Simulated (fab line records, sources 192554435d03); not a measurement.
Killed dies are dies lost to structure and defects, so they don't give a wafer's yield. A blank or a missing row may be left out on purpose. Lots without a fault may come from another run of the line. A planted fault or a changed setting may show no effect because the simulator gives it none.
Which tool did it? | flow n5_finfet | 24 lots, 72 wafers sampled, at 2 steps of a route of 1938

WHAT THE GAUGES READ, wafer by wafer
N5_BEOL_M4_THK_MEAS_01.
lot  | measured     | on            | M4_ILD_THK (nm)
L076 | day 7 17:17  | film_metro-01 | 77.3 79.0 78.2
L074 | day 7 19:07  | film_metro-02 | 77.9 77.3 79.9
L075 | day 7 22:26  | film_metro-02 | 78.8 77.7 79.7
L077 | day 8 07:02  | film_metro-01 | 76.8 78.2 78.0
L078 | day 8 14:57  | film_metro-01 | 76.4 76.3 78.3
L079 | day 9 01:58  | film_metro-02 | 76.2 76.3 78.7
L081 | day 9 02:07  | film_metro-02 | 77.5 77.8 78.0
L080 | day 9 03:52  | film_metro-01 | 78.6 77.9 78.3
L082 | day 10 01:24 | film_metro-01 | 78.7 77.7 79.7
L084 | day 10 05:19 | film_metro-02 | 75.8 76.5 77.4
L083 | day 10 05:43 | film_metro-02 | 77.6 80.4 78.3
L085 | day 10 08:29 | film_metro-02 | 78.9 80.6 78.7
L086 | day 10 11:38 | film_metro-02 | 78.6 80.9 79.3
L087 | day 10 19:40 | film_metro-02 | 77.2 77.6 79.3
L088 | day 10 23:34 | film_metro-02 | 77.0 77.8 78.7
L089 | day 11 05:18 | film_metro-02 | 81.1 80.6 81.5
L090 | day 11 05:34 | film_metro-01 | 80.2 77.6 79.4
L091 | day 11 10:39 | film_metro-02 | 77.3 79.6 79.0
L093 | day 12 09:02 | film_metro-02 | 78.3 80.8 78.2
L092 | day 12 11:34 | film_metro-02 | 79.5 80.9 78.5
L095 | day 12 17:53 | film_metro-01 | 78.2 79.7 78.9
L094 | day 12 21:46 | film_metro-01 | 78.6 81.3 80.1
L096 | day 12 23:43 | film_metro-02 | 78.7 77.9 79.5
L097 | day 13 00:01 | film_metro-01 | 78.6 80.0 78.8

N5_BEOL_M4_OVL_MEAS_12.
lot  | measured     | on         | M4_OVL (nm)
L076 | day 7 18:31  | overlay-01 | 0.6 -0.6 -1.0
L074 | day 7 19:55  | overlay-01 | -0.7 -0.2 -1.0
L075 | day 8 01:06  | overlay-02 | -1.1 -0.7 -1.6
L077 | day 8 09:56  | overlay-02 | -1.4 -0.3 -0.2
L078 | day 8 15:58  | overlay-02 | -0.9 -0.2 -0.2
L079 | day 9 03:33  | overlay-01 | -0.3 0.4 -0.8
L081 | day 9 03:44  | overlay-01 | -1.3 -0.5 -1.0
L080 | day 9 05:10  | overlay-02 | -1.8 -1.2 -0.3
L082 | day 10 02:04 | overlay-01 | -0.4 -0.3 -0.5
L084 | day 10 07:51 | overlay-02 | -0.3 -1.1 -1.4
L083 | day 10 08:01 | overlay-02 | -0.7 0.4 0.5
L085 | day 10 09:01 | overlay-01 | -0.6 -1.1 -0.1
L086 | day 10 12:21 | overlay-01 | 0.5 0.5 -1.5
L087 | day 10 20:37 | overlay-01 | -0.3 -0.7 -0.7
L088 | day 11 01:55 | overlay-02 | -0.2 -1.2 0.1
L089 | day 11 06:08 | overlay-01 | -0.2 1.3 0.5
L090 | day 11 07:01 | overlay-02 | -1.0 -0.4 -1.3
L091 | day 11 11:12 | overlay-01 | -0.1 -0.8 -0.5
L093 | day 12 10:26 | overlay-01 | 0.0 0.5 1.2
L092 | day 12 12:18 | overlay-02 | -0.1 1.3 -0.2
L095 | day 12 19:01 | overlay-01 | 0.1 0.2 0.0
L094 | day 12 23:05 | overlay-02 | -0.8 -0.9 -0.5
L096 | day 13 00:49 | overlay-01 | -0.5 -0.4 0.1
L097 | day 13 01:11 | overlay-01 | -0.2 0.2 0.9

WHICH TOOL RAN EACH LOT (tool, then ch and the chambers of the sampled wafers, then the start)
The record holds no process step before these readings.

WHAT THE TOOLS THEMSELVES READ (means of the sampled wafers that have a number; where no wafer has one, the mark that the record gives instead)
The record holds no such reading with a usual standard deviation.

THE ANSWER, worked out from the rows above alone
Rule: what is usual is taken from the lots themselves. Put in order of their means at a reading, lots are off if they are a third of the lots or fewer, leave a main group of 4 or more, and stand apart from it by a gap of 3 or more times the standard deviation of the main group's means; of several such gaps the widest counts. A main group whose means are all the same, to the digits that the tables above print for the reading, isn't used. A lot without any number at a reading at which 4 lots or more have one is off too. The other lots that the step has rows for count as sound. The gauges are gone through in route order, then the tools' own readings, and for those a lot's mean is taken as printed above. The first step at which some lot is off is used, and at that step the reading that is off furthest; a lot without a number counts as furthest.
No lot is off at any reading shown: from this, nothing can be told.

WHAT THE SIMULATOR HAD PUT IN
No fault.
